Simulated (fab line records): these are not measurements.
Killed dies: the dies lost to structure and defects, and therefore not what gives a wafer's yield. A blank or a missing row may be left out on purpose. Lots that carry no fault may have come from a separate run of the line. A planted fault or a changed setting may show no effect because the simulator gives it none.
Chamber matching || flow n5Finfet || 4 sister chambers for N5_BEOL_M6_STRIP_19 on rieDiel-03
The step strips in O2. 18 wafers are shown with their chamber, then 9 later ones without.

## WAFERS, EACH WITH ITS CHAMBER
{"wafer": "L075.1", "chamber": 2, "showerheadPlenumPTorr (Torr)": 2.22, "drypumpMotorCurrentA (A)": 5.8, "oesProductAu (a.u.)": 0.91}
{"wafer": "L075.2", "chamber": 0, "showerheadPlenumPTorr (Torr)": 2.02, "drypumpMotorCurrentA (A)": 5.3, "oesProductAu (a.u.)": 0.73}
{"wafer": "L075.6", "chamber": 3, "showerheadPlenumPTorr (Torr)": 2.20, "drypumpMotorCurrentA (A)": 6.6, "oesProductAu (a.u.)": 0.79}
{"wafer": "L081.1", "chamber": 1, "showerheadPlenumPTorr (Torr)": 2.14, "drypumpMotorCurrentA (A)": 5.7, "oesProductAu (a.u.)": 0.96}
{"wafer": "L081.4", "chamber": 2, "showerheadPlenumPTorr (Torr)": 2.22, "drypumpMotorCurrentA (A)": 5.7, "oesProductAu (a.u.)": 0.88}
{"wafer": "L081.5", "chamber": 2, "showerheadPlenumPTorr (Torr)": 2.22, "drypumpMotorCurrentA (A)": 5.8, "oesProductAu (a.u.)": 0.88}
{"wafer": "L084.2", "chamber": 3, "showerheadPlenumPTorr (Torr)": 2.19, "drypumpMotorCurrentA (A)": 6.6, "oesProductAu (a.u.)": 0.79}
{"wafer": "L084.3", "chamber": 1, "showerheadPlenumPTorr (Torr)": 2.14, "drypumpMotorCurrentA (A)": 5.7, "oesProductAu (a.u.)": 0.95}
{"wafer": "L084.5", "chamber": 0, "showerheadPlenumPTorr (Torr)": 2.01, "drypumpMotorCurrentA (A)": 5.3, "oesProductAu (a.u.)": 0.71}
{"wafer": "L082.1", "chamber": 2, "showerheadPlenumPTorr (Torr)": 2.22, "drypumpMotorCurrentA (A)": 5.7, "oesProductAu (a.u.)": 0.88}
{"wafer": "L082.3", "chamber": 3, "showerheadPlenumPTorr (Torr)": 2.19, "drypumpMotorCurrentA (A)": 6.6, "oesProductAu (a.u.)": 0.78}
{"wafer": "L082.4", "chamber": 0, "showerheadPlenumPTorr (Torr)": 2.01, "drypumpMotorCurrentA (A)": 5.3, "oesProductAu (a.u.)": 0.72}
{"wafer": "L085.2", "chamber": 0, "showerheadPlenumPTorr (Torr)": 2.01, "drypumpMotorCurrentA (A)": 5.4, "oesProductAu (a.u.)": 0.70}
{"wafer": "L085.3", "chamber": 1, "showerheadPlenumPTorr (Torr)": 2.14, "drypumpMotorCurrentA (A)": 5.7, "oesProductAu (a.u.)": 0.95}
{"wafer": "L085.4", "chamber": 2, "showerheadPlenumPTorr (Torr)": 2.21, "drypumpMotorCurrentA (A)": 5.7, "oesProductAu (a.u.)": 0.87}
{"wafer": "L086.1", "chamber": 3, "showerheadPlenumPTorr (Torr)": 2.19, "drypumpMotorCurrentA (A)": 6.6, "oesProductAu (a.u.)": 0.78}
{"wafer": "L086.5", "chamber": 2, "showerheadPlenumPTorr (Torr)": 2.21, "drypumpMotorCurrentA (A)": 5.8, "oesProductAu (a.u.)": 0.86}
{"wafer": "L086.6", "chamber": 1, "showerheadPlenumPTorr (Torr)": 2.14, "drypumpMotorCurrentA (A)": 5.7, "oesProductAu (a.u.)": 0.93}

SIGNATURES, as means of the wafers listed above
{"reading": "showerheadPlenumPTorr", "chamber 0": 2.0125, "chamber 1": 2.1400, "chamber 2": 2.2167, "chamber 3": 2.1925, "scatter within a chamber": 0.0045}
{"reading": "drypumpMotorCurrentA", "chamber 0": 5.325, "chamber 1": 5.700, "chamber 2": 5.750, "chamber 3": 6.600, "scatter within a chamber": 0.0401}
{"reading": "oesProductAu", "chamber 0": 0.7150, "chamber 1": 0.9475, "chamber 2": 0.8800, "chamber 3": 0.7850, "scatter within a chamber": 0.0133}
Rule: a wafer's distance from a chamber is the root of the sum, over the readings, of the square of ((its reading less the chamber's mean) divided by the reading's scatter). If the next closest chamber is less than 2 further off than the closest, the wafer can't be placed; otherwise it belongs to the closest. The scatter: take each reading less its chamber's mean, square it, sum over the shown wafers, divide by the number of wafers less the number of chambers, and take the root.

## WAFERS WITHOUT THEIR CHAMBER
{"wafer": "L089.2", "showerheadPlenumPTorr (Torr)": 2.13, "drypumpMotorCurrentA (A)": 5.7, "oesProductAu (a.u.)": 0.93}
{"wafer": "L089.5", "showerheadPlenumPTorr (Torr)": 2.21, "drypumpMotorCurrentA (A)": 5.7, "oesProductAu (a.u.)": 0.87}
{"wafer": "L089.6", "showerheadPlenumPTorr (Torr)": 2.13, "drypumpMotorCurrentA (A)": 5.7, "oesProductAu (a.u.)": 0.93}
{"wafer": "L090.1", "showerheadPlenumPTorr (Torr)": 2.01, "drypumpMotorCurrentA (A)": 5.3, "oesProductAu (a.u.)": 0.71}
{"wafer": "L090.3", "showerheadPlenumPTorr (Torr)": 2.13, "drypumpMotorCurrentA (A)": 5.7, "oesProductAu (a.u.)": 0.92}
{"wafer": "L090.4", "showerheadPlenumPTorr (Torr)": 2.21, "drypumpMotorCurrentA (A)": 5.7, "oesProductAu (a.u.)": 0.86}
{"wafer": "L092.1", "showerheadPlenumPTorr (Torr)": 2.01, "drypumpMotorCurrentA (A)": 5.4, "oesProductAu (a.u.)": 0.72}
{"wafer": "L092.4", "showerheadPlenumPTorr (Torr)": 2.21, "drypumpMotorCurrentA (A)": 5.7, "oesProductAu (a.u.)": 0.86}
{"wafer": "L092.6", "showerheadPlenumPTorr (Torr)": 2.21, "drypumpMotorCurrentA (A)": 5.7, "oesProductAu (a.u.)": 0.86}

## WHICH CHAMBER EACH WENT THROUGH
{"wafer": "L089.2", "from the rows above": 1, "in truth": 1}
{"wafer": "L089.5", "from the rows above": 2, "in truth": 2}
{"wafer": "L089.6", "from the rows above": 1, "in truth": 1}
{"wafer": "L090.1", "from the rows above": 0, "in truth": 0}
{"wafer": "L090.3", "from the rows above": 1, "in truth": 1}
{"wafer": "L090.4", "from the rows above": 2, "in truth": 2}
{"wafer": "L092.1", "from the rows above": 0, "in truth": 0}
{"wafer": "L092.4", "from the rows above": 2, "in truth": 2}
{"wafer": "L092.6", "from the rows above": 2, "in truth": 2}
9 of 9 placed correctly. Not placeable from these rows: 0. Number placed wrongly: 0.
